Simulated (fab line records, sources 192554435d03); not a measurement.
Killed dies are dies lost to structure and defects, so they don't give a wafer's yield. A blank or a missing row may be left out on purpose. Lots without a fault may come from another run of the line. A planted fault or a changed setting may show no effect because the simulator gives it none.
A struck lot beside a sound one | flow n5_finfet | 37 steps out of a route of 1938
Sound: wafers L861.1, L861.4, L861.5. Struck: wafers L866.4, L866.5. (L866.1 of the same lot was not struck and is left out.) The cause comes at the end.
At each step with rows: each side's tool, then ch and its chambers, then its first start. Under that, the readings that differ: sound wafers | struck wafers | difference of the means | sigmas: that difference in standard deviations of wafers without a fault.
alike: readings whose means differ by less than 2 such deviations, and words and numbers that are the same on both sides. not compared: withheld readings, readings that some wafer has no value for, bounds like >300 that may hide the same value, and numbers for which the record gives no deviation and whose values overlap.
The two part at a step that has a row with sigmas, a row that says differs or no value, or rows on one side only. Numbers that don't overlap but have no deviation are shown without sigmas and don't part them. A reading that every wafer of one side lacks parts them only if that side has two wafers or more.

first, 9 steps without rows for these wafers: N5_SDB_EXPOSE_08 (exposes mask SDB); N5_SDB_PEB_09 (peb time 60 s); N5_SDB_DEVELOP_10 (develop time 30 s); N5_SDB_DESCUM_16 (chemistry O2, time 7.9 s); N5_SDB_ETCH_17 (etches SiARC in CF4, target depth 23.4 nm, time 39 s); N5_SDB_ETCH_18 (etches SOC in N2/H2, target depth 100 nm, overetch 20 nm, time 150 s); N5_SDB_STRIP_19 (strips in N2/H2); N5_SDB_STRIP_21 (strips in CF4); N5_SDB_HM_OPEN_20 (chemistry CH3F/O2, target SiNx, stops on poly-Si, target depth 24 nm).
N5_SDB_STRIP_22: strips in N2/H2.
  sound on plasma_asher-02 ch 0,1, day 5 17:25; struck on plasma_asher-02 ch 1, day 7 02:22
  alike: drypump_motor_current_A, heater_power_w, oes_product_au, strip_time_to_endpoint_s
  not compared: rf_hours_counter_h
then, 26 steps without rows for these wafers: N5_SDB_PRECLEAN_23 (cleans in dHF, time 30 s); N5_SDB_DUMMY_REMOVE_24 (chemistry TMAH, target poly-Si, stops on SiO2, target depth 142 nm, time 57 s, rinse time 30 s); N5_SDB_ETCH_25 (etches SiO2 in C4F6/O2, target depth 10 nm, time 3.3 s); N5_SDB_CUT_ETCH_26 (etches Si in HBr/Cl2/O2, target depth 129.6 nm, bt time 20 s, time 51.8 s); N5_SDB_PRECLEAN_38 (cleans in dHF, time 10 s); N5_SDB_PRECLEAN_39 (cleans in O3/DIW, time 45 s); N5_SDB_SRD_28 (time 30 s); N5_SDB_ALD_29 (deposits SiNx, target thk 30 nm, pulse time 1 s, ald cycles 600); N5_SDB_CMP_30 (polishes, stops on poly-Si, t overpolish 1.54 s, target thk 30 nm); N5_DUMMY_REMOVAL_HM_STRIP_01 (strips SiNx in CH3F/O2, stops on poly-Si, target depth 4 nm, time 6.8 s); N5_DUMMY_REMOVAL_STRIP_10 (strips in N2/H2, time 40 s); N5_DUMMY_REMOVAL_PRECLEAN_07 (cleans in dHF, time 30 s); N5_DUMMY_REMOVAL_DUMMY_REMOVE_02 (chemistry TMAH, target poly-Si, stops on SiO2, target depth 142 nm, time 57 s, rinse time 30 s); N5_DUMMY_REMOVAL_PRECLEAN_08 (cleans in NF3:NH3, afs cycles 2, time 20 s, sublimation time 60 s); N5_DUMMY_REMOVAL_PRECLEAN_04 (cleans in DHF, time 37 s); N5_DUMMY_REMOVAL_SRD_05 (time 30 s); N5_HKMG_FIN_IL_REGROW_00 (material SiO2, chemistry O3, target thk 0.75 nm, time 30 s); N5_HKMG_FIN_HK_ALD_01 (deposits HfO2, target thk 1.6 nm, pulse time 3 s, purge time 3 s); N5_HKMG_FIN_HK_ANNEAL_02 (time 30 s); N5_HKMG_FIN_ALD_74 (deposits La2O3, target thk 0.5 nm, pulse time 6 s, co reactant pulse time 1 s); N5_HKMG_FIN_ALD_75 (deposits Al2O3, target thk 1 nm, co reactant pulse time 1 s); N5_HKMG_FIN_COAT_41 (time 60 s, resist thk 300 nm); N5_HKMG_FIN_COAT_42 (time 60 s, resist thk 35 nm); N5_HKMG_FIN_COAT_43 (resist thk 90 nm); N5_HKMG_FIN_EBR_45; N5_HKMG_FIN_SOFTBAKE_44 (time 60 s).
-- the record jumps here: 8 days lie between the struck wafers' starts before and after (it left off in module HKMG_FIN and takes up again in module PASSIVATION, whose first step shown is number 1936 of the route) --
N5_PASSIVATION_PROBE_49:
  sound on prober-01, day 14 12:42; struck on prober-02, day 15 09:25
  reading             | sound      | struck  | difference | sigmas
  killed_at_front_end | 29 24 24   | 176 171 | +148       | +15
  killed_dies         | 114 100 81 | 225 231 | +130       | +9
  alike: killed_at_M0_to_M3, killed_at_M4_up, killed_at_contacts, killed_at_other, killed_open, killed_short

WHERE THEY PART
Only at N5_PASSIVATION_PROBE_49, within this record.

WHY: what the simulator had put in
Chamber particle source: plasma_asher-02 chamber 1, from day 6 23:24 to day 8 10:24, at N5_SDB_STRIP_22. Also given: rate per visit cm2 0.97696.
